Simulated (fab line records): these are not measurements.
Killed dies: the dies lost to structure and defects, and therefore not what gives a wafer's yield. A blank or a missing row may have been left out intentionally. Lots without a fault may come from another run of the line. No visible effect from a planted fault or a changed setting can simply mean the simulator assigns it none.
A struck lot beside a sound one || flow nandHarc || 17 steps out of a route of 1159
Sound: the wafers L467.1, L467.2, L467.5. Wafers L463.3, L463.4, L463.5 were the ones struck. Last of all comes the cause.
Per side, at each step with rows, come the tool, then ch with its chambers, and then its first start. Under that, the readings that differ: sound wafers || struck wafers || difference of the means || sigmas: that difference in standard deviations of wafers without a fault.
alike: readings with means less than 2 such deviations apart, plus words and numbers identical on both sides. not compared: withheld readings, readings lacking a value on some wafer, bounds such as >300 that could conceal the same value, and numbers that have no deviation in the record and whose values overlap.
A row with sigmas, a row that says differs or no value, or rows on one side alone: a step with any of these is where the two part. Numbers that have no deviation but don't overlap get no sigmas and don't part them. A reading missing from all wafers of one side parts the sides only when that side holds two or more wafers.

NHARC_A_CONTACT_CVD_19: deposits W, target thk 300 nm, time 802 s.
  sound on cvdW-02 ch 0,1; struck on cvdW-01 ch 0,1
  alike: heaterPowerW, throttleValvePct
NHARC_A_CONTACT_CMP_20: polishes, t overpolish 30 s, target thk 300 nm.
  sound on cmp-04 ch 0,2,3, day 22 22:04; struck on cmp-04 ch 1,2,3, day 22 14:50
  alike: edgeZonePressureFrac, motorCurrentA, overpolishRunS, slurryFilterDpKPa, timeToEndpointS
following that, these wafers have no rows for 1 step: NHARC_A_CONTACT_SRD_22.
NHARC_A_CONTACT_INSPECT_23:
  sound: defectInspect-02 at day 22 22:26; struck: defectInspect-01 at day 22 15:15
  alike: rawDefectCount
then, 7 steps without rows for these wafers: NHARC_A_BLC_DEHYDRATE_00 (time 120 s); NHARC_A_BLC_HMDS_01 (time 30 s); NHARC_A_BLC_COAT_02 (time 75 s); NHARC_A_BLC_COAT_03 (time 65 s); NHARC_A_BLC_COAT_04 (resist thk 90 nm); NHARC_A_BLC_SOFTBAKE_05 (time 55 s); NHARC_A_BLC_EBR_06.
NHARC_A_BLC_EXPOSE_07: exposes mask A BLC, target cd 100 nm.
  sound on arfiScanner-03 ch 0, day 22 22:48; struck on arfiScanner-02 ch 0, day 22 15:37
{"reading": "model.A_BLC.overlayXNm (nm)", "sound": "-0.5195 -0.5195 -0.5195", "struck": "7.775 7.775 7.775", "difference": "+8.295", "sigmas": ""}
  alike: mask
then, 2 steps without rows for these wafers: NHARC_A_BLC_PEB_08 (peb time 65 s); NHARC_A_BLC_DEVELOP_09 (develop time 35 s).
NHARC_A_BLC_CD_MEAS_10: the cd target is 100 nm.
  sound on cdSem-02 ch 0, day 22 22:56; struck on cdSem-03 ch 0, day 22 15:46
  alike: cdNm
NHARC_A_BLC_OVL_MEAS_11:
  sound: overlay-02 at day 22 23:02; struck: overlay-02 at day 22 15:50
{"reading": "overlayXNm (nm)", "sound": "-1.0 -0.3 -0.4", "struck": "7.9 7.8 7.8", "difference": "+8.4", "sigmas": "+11"}
{"reading": "overlayYNm (nm)", "sound": "-0.5 -1.2 -1.4", "struck": "1.7 1.4 1.2", "difference": "+2.5", "sigmas": "+3"}
NHARC_A_BLC_INSPECT_12:
  sound: defectInspect-01 at day 22 23:04; struck: defectInspect-01 at day 22 15:53
  alike: rawDefectCount

## WHERE THEY PART
Within this record, at NHARC_A_BLC_OVL_MEAS_11 only. Later steps at which nothing parts them and some readings are alike: NHARC_A_BLC_INSPECT_12.

WHY: whatever the simulator had introduced
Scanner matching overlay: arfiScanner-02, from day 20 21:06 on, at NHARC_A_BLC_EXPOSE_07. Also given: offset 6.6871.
